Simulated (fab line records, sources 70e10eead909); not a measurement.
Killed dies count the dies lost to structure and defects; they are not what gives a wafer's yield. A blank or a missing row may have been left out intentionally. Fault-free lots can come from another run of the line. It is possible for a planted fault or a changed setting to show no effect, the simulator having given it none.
fab line records	flow nand-harc
[record] lots = 10	wafers = 30	last-day = 26
route steps=1159 shown A_SGD_CUT@761 END@1159
lots that met no fault: taken from a fault-free run of the same line
start-h: hours from the record's opening day to when the first of the lot's shown wafers began	wait-h: hours from the lot's prior step to this one	" unchanged from the row above	L1.1+2: a row that stands for several wafers	- either no value or no given start	* or withheld: withheld	< > ~ a bound
route shown NAME@n: NAME is a module with steps in the file, n the number in the route of the first one	usual: mean/standard deviation taken from wafers without a fault	same: alike in all rows	chamber/n: place in a boat	sites: the reading at each site	_std_site: the standard deviation of these	_edge_site: mean of outer sites minus mean of inner sites	radius-mm: for every site, how far away it sits from the centre of the wafer	mask NAME#n: copy n	behind: the last tool/chamber to shape the wafer	hold: the reason the lot was held/the length of the hold in hours/how it ended	device: names the non-switching transistor (n, p or np)	end of line: the same wafers' tests at the end of the route	a step given without rows: its recipe and nothing more	killed: the dies lost at the first sort to structure and to defects; this is not the yield of the wafer	map: shows each die of a wafer: x if killed, . if not, _ if none is there
set.NAME: setting as actually run; set.NAME@STEP: the setting as run at that earlier step	model.NAME: the simulator's own value behind a step, which no gauge read
route steps across a sampled set of lots; one table per step, one row per wafer
services: the hour from which a tool's chamber was out of use, counted from the record's first day as start-h (under 0 if before that day), plus the number of hours and why
[[steps]]
[step NHARC_A_SGD_CUT_DESCUM_14]
[recipe] time-s = 3	o2-flow-sccm = 200	ar-flow-sccm = 0	bias-power-w = 0	chemistry = O2
[usual] drypump-motor-current-A = 5.7/0.4	oes-product-au = 1.004/0.0091	rf-vpp-V = 57.8/0.9	showerhead-plenum-p-Torr = 1.93/0.09	throttle-valve-pct = 11.311/0.0092
lot.wafer	tool	chamber	start-h	wait-h	drypump-motor-current-A	oes-product-au	rf-hours-counter-h	rf-vpp-V	showerhead-plenum-p-Torr	throttle-valve-pct
L339.3	rie-diel-04	0	320.66	0.1	5.7	1.005	2	58.1	2.05	11.319
L339.1	"	2	"	"	5.8	1.009	1	57.9	2.06	11.299
L339.6	"	0	"	"	5.7	0.997	-	58.9	2.05	11.322
L340.1	rie-diel-02	3	322.13	0.1	6.1	1.015	18	58.0	1.78	11.296
L340.2	"	2	"	"	5.4	1.003	19	58.4	1.88	11.324
L340.5	"	3	"	"	6.1	1.000	-	59.0	1.78	11.317
L343.2	rie-diel-01	1	354.40	0.1	5.6	1.013	1	57.6	1.94	11.309
L343.1	"	3	"	"	5.5	1.011	2	58.2	1.81	11.317
L343.6	"	3	"	"	5.5	1.006	-	56.9	1.81	11.330
L345.2	rie-diel-02	2	369.40	0.1	5.4	1.003	3	56.9	1.88	11.325
L345.3	"	3	"	"	6.2	0.993	3	57.8	1.78	11.301
L345.4	"	0	"	"	5.5	0.999	3	59.0	1.94	11.319
L346.2	rie-diel-02	3	373.11	0.1	6.2	1.002	4	57.0	1.77	11.314
L346.3	"	0	"	"	5.5	1.000	4	56.2	1.94	11.317
L346.6	"	2	"	"	5.4	1.002	-	58.9	1.88	11.327
L353.3	rie-diel-02	3	425.72	0.1	6.2	1.003	9	57.5	1.77	11.330
L353.4	"	0	"	"	5.5	0.995	10	56.4	1.93	11.314
L353.2	"	1	"	"	6.1	1.002	8	57.3	1.80	11.324
L358.2	rie-diel-04	2	448.07	0.1	5.8	1.000	12	58.8	2.06	11.324
L358.1	"	3	"	"	6.2	1.016	13	58.3	1.88	11.312
L358.3	"	0	"	"	5.7	0.998	13	58.4	2.04	11.321
L359.4	rie-diel-01	3	448.29	0.1	5.5	1.007	6	57.2	1.80	11.305
L359.1	"	1	"	"	5.6	1.007	8	58.4	1.94	11.316
L359.5	"	3	"	"	5.5	1.005	-	57.0	1.81	11.323
L357.3	rie-diel-02	3	448.41	0.1	6.2	1.011	11	56.8	1.77	11.312
L357.4	"	0	"	"	5.5	0.993	12	58.0	1.93	11.302
L357.6	"	3	"	"	6.2	1.012	-	56.5	1.77	11.323
L361.3	rie-diel-01	3	459.66	0.1	5.5	1.008	7	57.3	1.80	11.320
L361.2	"	2	"	"	5.1	0.997	10	58.1	1.94	11.314
L361.5	"	3	"	"	5.5	1.015	-	58.0	1.80	11.296
[step NHARC_A_SGD_CUT_ETCH_58]
[recipe] target-depth-a = 390	over-etch-frac = 0.3	time-s = 65	ion-energy-ev = 80	cf4-flow-sccm = 150	ar-flow-sccm = 0	rf-w = 300	bias-w = 100	chemistry = CF4
[usual] bias-w = 100.01/0.29	cf4-flow-sccm = 150.0/0.44	drypump-motor-current-A = 5.7/0.4	oes-product-au = 1.006/0.0093	rf-fwd-power-W = 297.2/1.2	rf-vpp-V = 151.6/1.2	run-length-s = 86.4/0.44	showerhead-plenum-p-Torr = 1.78/0.076	throttle-valve-pct = 13.285/0.0088
lot.wafer	tool	chamber	start-h	wait-h	bias-w	cf4-flow-sccm	drypump-motor-current-A	oes-product-au	rf-fwd-power-W	rf-hours-counter-h	rf-vpp-V	run-length-s	showerhead-plenum-p-Torr	throttle-valve-pct
L339.3	rie-diel-04	3	320.76	0.1	99.87	149.4	6.2	1.013	296.4	2	150.7	86.4	1.74	13.272
L339.1	"	0	"	"	100.33	150.4	5.7	1.003	294.1	2	154.9	86.0	1.88	13.274
L339.6	"	1	"	"	100.26	149.9	5.2	0.994	297.1	-	153.1	86.6	1.87	13.297
L340.2	rie-diel-02	3	322.39	0.2	99.76	149.6	6.1	1.013	297.6	18	149.1	85.8	1.65	13.289
L340.1	"	1	"	"	100.30	150.6	6.1	0.995	296.5	18	148.9	86.1	1.67	13.279
L340.5	"	3	"	"	100.13	149.9	6.2	1.011	299.6	-	149.9	85.7	1.65	13.281
L343.1	rie-diel-01	3	354.50	0.1	100.02	149.9	5.6	0.999	295.8	2	151.3	85.8	1.68	13.290
L343.2	"	2	"	"	99.51	149.9	5.1	1.012	295.6	2	151.4	86.8	1.80	13.282
L343.6	"	3	"	"	99.75	149.6	5.5	1.001	296.8	-	149.4	86.1	1.68	13.286
L345.3	rie-diel-02	0	369.50	0.1	100.26	150.2	5.5	0.991	295.9	3	150.9	86.2	1.79	13.291
L345.4	"	1	"	"	100.27	150.3	6.1	1.012	297.9	2	150.8	86.5	1.67	13.293
L345.2	"	2	"	"	99.93	149.3	5.3	1.005	295.5	3	151.0	86.6	1.74	13.285
L346.2	rie-diel-02	2	373.18	0.1	99.93	150.2	5.4	0.999	298.8	4	149.8	86.8	1.74	13.295
L346.3	"	3	"	"	99.82	150.2	6.2	0.993	299.7	4	149.4	85.9	1.65	13.290
L346.6	"	3	"	"	100.60	149.8	6.2	1.008	298.0	-	149.8	86.0	1.65	13.294
L353.3	rie-diel-02	2	425.80	0.1	100.18	150.0	5.4	0.994	297.0	8	152.1	86.5	1.74	13.271
L353.2	"	3	"	"	99.69	149.5	6.2	1.007	297.9	9	149.4	85.7	1.65	13.284
L353.4	"	0	"	"	-	149.8	5.5	0.998	-	10	151.7	72.6	1.79	13.276
L358.3	rie-diel-04	2	448.16	0.1	100.10	149.8	5.8	1.009	299.0	12	154.2	86.6	1.89	13.279
L358.2	"	3	"	"	99.70	150.0	6.2	1.031	296.5	13	152.2	86.2	1.74	13.287
L358.1	"	0	"	"	99.94	150.2	5.7	1.010	296.9	13	152.4	86.1	1.88	13.297
L359.1	rie-diel-01	1	448.38	0.1	99.62	150.1	5.6	1.012	298.4	8	151.1	86.5	1.79	13.284
L359.4	"	3	"	"	99.85	150.6	5.6	1.008	297.6	6	150.8	85.7	1.67	13.282
L359.5	"	2	"	"	100.17	149.3	5.0	1.007	297.1	-	152.8	87.5	1.80	13.275
L357.3	rie-diel-02	3	448.50	0.1	100.13	149.0	6.1	1.021	296.6	11	150.0	85.8	1.65	13.281
L357.4	"	0	"	"	-	148.9	5.5	1.005	-	12	152.2	72.3	1.79	13.272
L357.6	"	2	"	"	99.81	150.9	5.3	1.001	296.0	-	151.2	86.5	1.74	13.296
L361.2	rie-diel-01	0	459.75	0.1	100.02	149.6	6.4	1.029	296.5	8	152.1	86.3	1.78	13.279
L361.3	"	1	"	"	99.95	150.7	5.6	1.004	297.1	9	153.2	86.2	1.79	13.279
L361.5	"	3	"	"	100.26	150.2	5.5	1.011	298.2	-	149.3	85.5	1.67	13.273
[step NHARC_A_SGD_CUT_ETCH_59]
[recipe] target-depth-a = 2600	over-etch-frac = 0.25	time-s = 406.25	ion-energy-ev = 200	n2-flow-sccm = 150	h2-flow-sccm = 150	ar-flow-sccm = 0	rf-w = 400	bias-w = 150	chemistry = N2/H2
[usual] bias-w = 150.0/0.45	drypump-motor-current-A = 5.7/0.4	oes-product-au = 1.005/0.0091	rf-fwd-power-W = 399.1/1.2	rf-vpp-V = 431.0/2.8	run-length-s = 427.6/0.4	showerhead-plenum-p-Torr = 2.06/0.098	throttle-valve-pct = 14.172/0.0098
lot.wafer	tool	chamber	start-h	wait-h	bias-w	drypump-motor-current-A	oes-product-au	rf-fwd-power-W	rf-hours-counter-h	rf-vpp-V	run-length-s	showerhead-plenum-p-Torr	throttle-valve-pct
L339.1	rie-diel-04	3	-	-	150.6	6.2	1.012	400.1	2	429.6	427.2	2.01	14.171
L339.3	"	0	"	"	150.6	5.7	1.002	398.6	2	435.6	427.2	2.19	14.182
L339.6	"	3	"	"	150.0	6.2	1.016	398.4	-	430.1	427.2	2.01	14.165
L340.1	rie-diel-02	3	-	-	149.6	6.2	1.007	398.9	18	425.3	427.1	1.89	14.176
L340.2	"	0	"	"	149.9	5.5	0.999	398.5	16	432.2	427.2	2.07	14.178
L340.5	"	2	"	"	149.8	5.4	1.004	397.2	-	429.5	427.6	2.00	14.167
L343.2	rie-diel-01	1	-	-	151.5	5.6	1.010	400.6	1	430.3	427.4	2.07	14.158
L343.1	"	3	"	"	149.2	5.6	0.997	397.3	2	426.6	427.1	1.92	14.181
L343.6	"	2	"	"	150.1	5.0	1.002	398.0	-	432.4	428.0	2.08	14.168
L345.3	rie-diel-02	1	-	-	149.9	6.1	1.007	398.6	2	427.2	427.7	1.91	14.173
L345.2	"	3	"	"	150.4	6.2	1.011	395.7	3	426.4	427.2	1.89	14.171
L345.4	"	0	"	"	150.0	5.5	0.993	397.4	3	432.0	427.2	2.06	14.155
L346.2	rie-diel-02	0	-	-	149.2	5.5	0.995	399.6	4	433.2	427.9	2.06	14.173
L346.3	"	2	"	"	149.8	5.4	1.004	399.1	4	429.1	427.5	2.00	14.169
L346.6	"	0	"	"	148.8	5.5	0.993	399.9	-	430.9	427.4	2.06	14.173
L353.4	rie-diel-02	2	-	-	149.5	5.4	0.996	400.0	8	429.4	427.8	2.00	14.185
L353.2	"	3	"	"	149.3	6.1	1.006	399.2	9	425.9	427.1	1.89	14.177
L353.3	"	0	"	"	149.9	5.5	0.998	398.5	10	431.7	427.4	2.06	14.181
L358.3	rie-diel-04	2	-	-	149.8	5.8	0.988	399.9	12	435.2	427.6	2.20	14.159
L358.2	"	3	"	"	150.6	6.2	1.017	400.1	13	427.8	427.2	2.00	14.145
L358.1	"	0	"	"	150.2	5.7	0.997	399.2	13	433.1	427.7	2.18	14.181
L359.4	rie-diel-01	3	-	-	150.8	5.6	0.999	398.0	6	427.7	427.0	1.92	14.171
L359.1	"	1	"	"	150.2	5.6	0.996	399.0	8	430.1	427.6	2.06	14.176
L359.5	"	2	"	"	150.3	5.1	1.006	398.4	-	431.5	428.1	2.07	14.190
L357.4	rie-diel-02	3	-	-	149.8	6.2	1.022	398.9	11	426.5	426.9	1.89	14.171
L357.3	"	1	"	"	149.8	6.1	1.003	399.2	11	427.1	427.9	1.91	14.177
L357.6	"	0	"	"	149.8	5.5	0.996	401.7	-	430.4	427.5	2.06	14.157
L361.3	rie-diel-01	2	-	-	149.5	5.1	1.011	399.3	10	432.3	428.1	2.07	14.187
L361.2	"	1	"	"	150.1	5.6	0.997	399.3	9	430.9	427.3	2.06	14.154
L361.5	"	2	"	"	149.9	5.1	1.015	399.1	-	431.3	428.3	2.07	14.189
[step NHARC_A_SGD_CUT_ETCH_15]
[recipe] target-depth-a = 750	time-s = 64.3	ch3f-flow-sccm = 50	o2-flow-sccm = 30	ar-flow-sccm = 200	rf-w = 500	bias-w = 100	chemistry = CH3F/O2
[usual] bias-w = 99.99/0.3	ch3f-flow-sccm = 50.01/0.14	drypump-motor-current-A = 5.7/0.4	oes-product-au = 0.967/0.016	rf-fwd-power-W = 495.3/1.9	rf-vpp-V = 264.2/2	run-length-s = 85.6/0.41	showerhead-plenum-p-Torr = 2.48/0.11	throttle-valve-pct = 20.662/0.0081
lot.wafer	tool	chamber	start-h	wait-h	bias-w	ch3f-flow-sccm	drypump-motor-current-A	oes-product-au	rf-fwd-power-W	rf-hours-counter-h	rf-vpp-V	run-length-s	showerhead-plenum-p-Torr	throttle-valve-pct
L339.1	rie-diel-04	2	-	-	99.99	50.14	5.8	0.981	495.7	2	266.2	86.1	2.64	20.665
L339.3	"	1	"	"	100.05	49.91	5.2	0.965	491.5	2	267.3	86.0	2.60	20.665
L339.6	"	2	"	"	99.79	50.20	5.8	0.978	496.3	-	265.3	85.9	2.64	20.657
L340.2	rie-diel-02	2	-	-	99.83	49.97	5.4	0.941	495.8	19	264.1	85.6	2.42	20.664
L340.1	"	0	"	"	99.82	50.10	5.5	0.944	495.6	16	264.9	85.3	2.49	20.674
L340.5	"	1	"	"	99.85	49.80	6.1	0.952	493.4	-	260.3	85.4	2.31	20.665
L343.1	rie-diel-01	0	-	-	99.39	50.09	6.4	0.968	496.5	1	264.0	85.8	2.47	20.677
L343.2	"	3	"	"	99.88	50.14	5.6	0.955	497.9	2	261.6	84.9	2.32	20.668
L343.6	"	0	"	"	100.18	49.92	6.3	0.962	494.3	-	263.2	85.7	2.48	20.652
L345.3	rie-diel-02	1	-	-	100.04	50.19	6.1	0.928	494.8	2	260.7	85.3	2.31	20.675
L345.2	"	2	"	"	100.11	49.88	5.4	0.957	495.2	3	263.7	85.8	2.42	20.670
L345.4	"	3	"	"	100.17	50.18	6.1	0.971	495.8	3	261.8	85.4	2.29	20.655
L346.2	rie-diel-02	1	-	-	100.11	50.03	6.1	0.965	496.2	3	262.3	85.6	2.31	20.663
L346.3	"	2	"	"	100.40	50.09	5.4	0.963	496.6	4	264.2	86.1	2.41	20.654
L346.6	"	3	"	"	99.84	49.91	6.2	0.979	498.6	-	261.6	85.0	2.29	20.660
L353.3	rie-diel-02	2	-	-	99.92	50.21	5.4	0.951	496.3	9	263.4	86.5	2.41	20.672
L353.2	"	3	"	"	100.03	50.16	6.2	0.956	498.0	9	261.0	85.0	2.28	20.662
L353.4	"	0	"	"	100.20	49.72	5.5	0.963	498.1	10	265.2	85.8	2.48	20.665
L358.2	rie-diel-04	3	-	-	99.91	50.06	6.2	0.974	495.6	13	262.3	85.4	2.42	20.672
L358.3	"	1	"	"	100.12	50.07	5.2	0.961	496.5	14	268.2	86.4	2.60	20.662
L358.1	"	2	"	"	100.10	50.14	5.8	0.956	494.7	13	267.5	85.5	2.64	20.655
L359.1	rie-diel-01	1	-	-	100.12	50.09	5.6	0.956	494.3	8	264.7	85.9	2.49	20.660
L359.4	"	2	"	"	99.53	50.12	5.1	0.954	495.2	9	265.3	86.4	2.50	20.655
L359.5	"	3	"	"	99.80	50.12	5.5	0.955	495.1	-	260.7	84.8	2.32	20.663
L357.3	rie-diel-02	3	-	-	99.89	49.95	6.2	0.970	497.3	12	260.0	85.1	2.28	20.654
L357.4	"	1	"	"	99.63	49.99	6.1	0.979	494.4	11	260.7	85.6	2.31	20.663
L357.6	"	2	"	"	100.55	50.39	5.4	0.969	495.3	-	264.2	85.9	2.41	20.659
L361.2	rie-diel-01	0	-	-	99.85	50.21	6.4	0.981	497.5	8	262.8	85.7	2.47	20.651
L361.3	"	1	"	"	99.97	50.20	5.6	0.995	494.7	9	265.5	85.3	2.49	20.669
L361.5	"	3	"	"	99.74	50.05	5.6	0.982	497.3	-	262.5	85.0	2.32	20.653
[step NHARC_END_SORT_01]
[recipe] temp-c = 25
[usual] killed-at-array = 27/12	killed-at-other = 0.5/0.9	killed-at-periphery = 3.7/2.7	killed-dies = 31/12	killed-open = 3.3/2	killed-short = 2.0/1.4
[same] gross-dies = 677
lot.wafer	tool	chamber	start-h	wait-h	killed-at-array	killed-at-other	killed-at-periphery	killed-dies	killed-open	killed-short
L345.2	prober-01	0	504.33	2.8	20	0	4	24	5	3
L345.3	prober-01	0	505.12	3.1	20	0	2	22	2	3
L345.4	prober-01	0	505.91	3.3	17	1	2	20	4	4
L346.2	prober-02	0	512.24	2.8	25	1	7	33	4	3
L346.3	prober-02	0	513.03	3.1	25	0	7	32	2	6
L346.6	prober-02	0	515.40	4.0	30	2	7	39	7	1
L357.3	prober-01	0	595.74	3.1	29	2	0	31	2	1
L357.4	prober-01	0	596.53	3.4	41	0	2	43	4	2
L357.6	prober-01	0	598.11	3.9	28	2	0	30	3	1
L361.2	prober-02	0	610.64	2.8	26	1	2	29	3	1
L361.3	prober-02	0	611.45	3.1	30	0	1	31	2	1
L361.5	prober-02	0	613.07	3.7	26	0	3	29	0	1
// killed by level:class
L345.2 A_SLIT:chamber-film-flake=6 A_CONTACT:chamber-film-flake=4 A_STAIRCASE:chamber-film-flake=3 A_CONTACT:geometric-particle:open=2 P_STI:geometric-particle:open=1 P_GATE:geometric-particle:short=1 P_GATE:geometric-particle:open=1 A_CHANNEL_FILL_D1:geometric-particle:open=1
L345.3 A_SLIT:chamber-film-flake=7 A_CONTACT:chamber-film-flake=5 A_STAIRCASE:chamber-film-flake=3 P_GATE:geometric-particle:open=1 A_CHANNEL_FILL_D1:geometric-particle:short=1 A_WL_FILL:geometric-particle:short=1 A_CONTACT:geometric-particle:short=1 A_BLC:geometric-particle:open=1
L345.4 A_SLIT:chamber-film-flake=4 A_ONON_D1:geometric-particle:short=2 A_CHANNEL_HOLE_D1:chamber-film-flake=2 A_STAIRCASE:chamber-film-flake=2 P_M0:geometric-particle:open=1 P_M1:geometric-particle:open=1 A_ONON_D1:geometric-particle:open=1 A_CONTACT:geometric-particle:short=1
L346.2 A_CHANNEL_HOLE_D1:chamber-film-flake=18 P_GATE:chamber-film-flake=3 A_STAIRCASE:chamber-film-flake=2 P_M0:geometric-particle:open=1 P_M1:geometric-particle:open=1 A_ONON_D1:geometric-particle:open=1 A_ONON_D1:geometric-particle:short=1 A_CHANNEL_FILL_D1:geometric-particle:short=1
L346.3 A_CHANNEL_HOLE_D1:chamber-film-flake=15 P_M0:chamber-film-flake=3 A_WL_FILL:chamber-film-flake=2 P_STI:geometric-particle:short=1 P_CONTACT:geometric-particle:short=1 P_M1:geometric-particle:short=1 A_CHANNEL_FILL_D1:geometric-particle:open=1 A_CHANNEL_FILL_D1:geometric-particle:short=1
L346.6 A_CHANNEL_HOLE_D1:chamber-film-flake=21 P_M0:chamber-film-flake=4 A_CHANNEL_FILL_D1:geometric-particle:open=3 P_M1:geometric-particle:open=2 A_STAIRCASE:chamber-film-flake=2 A_CONTACT:chamber-film-flake=2 P_M2:geometric-particle:open=1 A_CHANNEL_FILL_D1:geometric-particle:short=1
L357.3 A_SLIT:chamber-film-flake=10 A_CHANNEL_HOLE_D1:chamber-film-flake=6 A_CONTACT:chamber-film-flake=3 A_M0:chamber-film-flake=3 A_CONTACT:geometric-particle:open=2 A_ZERO_WELL:chamber-film-flake=2 THIN_TSV:chamber-film-flake=2 A_ONON_D1:geometric-particle:short=1
L357.4 A_SLIT:chamber-film-flake=24 A_STAIRCASE:chamber-film-flake=5 A_ZERO_WELL:chamber-film-flake=3 A_CONTACT:chamber-film-flake=3 P_CONTACT:geometric-particle:short=2 A_CONTACT:geometric-particle:open=2 A_CHANNEL_HOLE_D1:chamber-film-flake=2 A_ONON_D1:geometric-particle:open=1
L357.6 A_SLIT:chamber-film-flake=13 A_CHANNEL_HOLE_D1:chamber-film-flake=5 A_ONON_D1:geometric-particle:open=2 A_ZERO_WELL:chamber-film-flake=2 A_STAIRCASE:chamber-film-flake=2 A_CONTACT:chamber-film-flake=2 A_CHANNEL_FILL_D1:geometric-particle:open=1 STARTING-WAFER:geometric-particle:short=1
L361.2 A_SLIT:chamber-film-flake=19 A_CHANNEL_HOLE_D1:chamber-film-flake=3 P_M2:geometric-particle:short=1 A_CHANNEL_FILL_D1:geometric-particle:open=1 A_BLC:geometric-particle:open=1 STARTING-WAFER:geometric-particle:open=1 P_GATE:chamber-film-flake=1 A_STAIRCASE:chamber-film-flake=1
L361.3 A_SLIT:chamber-film-flake=19 A_CHANNEL_HOLE_D1:chamber-film-flake=5 A_CONTACT:geometric-particle:open=2 A_M0:geometric-particle:short=1 P_STI:chamber-film-flake=1 A_ZERO_WELL:chamber-film-flake=1 A_STAIRCASE:chamber-film-flake=1 A_CONTACT:chamber-film-flake=1
L361.5 A_SLIT:chamber-film-flake=14 A_CHANNEL_HOLE_D1:chamber-film-flake=7 P_STI:chamber-film-flake=2 A_STAIRCASE:chamber-film-flake=2 A_CHANNEL_FILL_D1:geometric-particle:short=1 P_ZERO_WELL:chamber-film-flake=1 A_WL_FILL:chamber-film-flake=1 A_CONTACT:chamber-film-flake=1
[[services]]
tool	chamber	start-h	hours	kind
rie-diel-02	0	307.67	-	clean
rie-diel-02	1	307.67	-	clean
rie-diel-02	2	307.67	-	clean
rie-diel-02	3	307.67	-	clean
rie-diel-01	-	314.80	9.0	pm
rie-diel-02	-	328.34	9.0	pm
rie-diel-02	0	328.34	10.1	vent-cycle
rie-diel-02	1	328.34	9.0	vent-cycle
rie-diel-02	2	328.34	9.0	vent-cycle
rie-diel-02	3	328.34	9.0	vent-cycle
rie-diel-02	1	337.34	-	clean
rie-diel-02	2	337.34	-	clean
rie-diel-02	3	337.34	-	clean
rie-diel-01	0	351.34	3.3	repair
rie-diel-02	1	359.73	7.4	repair
rie-diel-02	0	361.84	-	clean
rie-diel-02	2	361.84	-	clean
rie-diel-01	1	367.25	9.1	repair
rie-diel-01	0	371.65	7.3	repair
rie-diel-01	3	417.50	6.4	repair
rie-diel-04	2	417.78	2.6	repair
rie-diel-04	2	428.72	7.5	repair
rie-diel-02	3	431.82	3.5	repair
rie-diel-01	3	435.57	9.0	repair
[[key]]
[first-sign] step = NHARC_A_SGD_CUT_ETCH_58	reading = run-length-s	direction = down	sigmas = 32	usual = *	struck = *
effect none on later readings
met-at NHARC_A_SGD_CUT_ETCH_58
struck-lots L353,L357
struck-wafers L353.4,L357.4
tester-left-out L353,L357
not-acting-at NHARC_A_SGD_CUT_DESCUM_14,NHARC_A_SGD_CUT_ETCH_59,NHARC_A_SGD_CUT_ETCH_15
onset-between 369.50 425.80
[fault] kind = process-parameter-drift	tool = rie-diel-02	chamber = 0	onset-h = 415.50	steps = NHARC_A_SGD_CUT_ETCH_58	channel = time-s	offset = *	shape = step	end-h = 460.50	acts-in = *	stated = *
// tester-left-out: of these lots the tester's yield and bins aren't shown, on N5 and GAA mostly nor the transistor test; their killed dies are dies lost to structure and defects alone, not to doping, threshold or leakage, so they don't give the yield
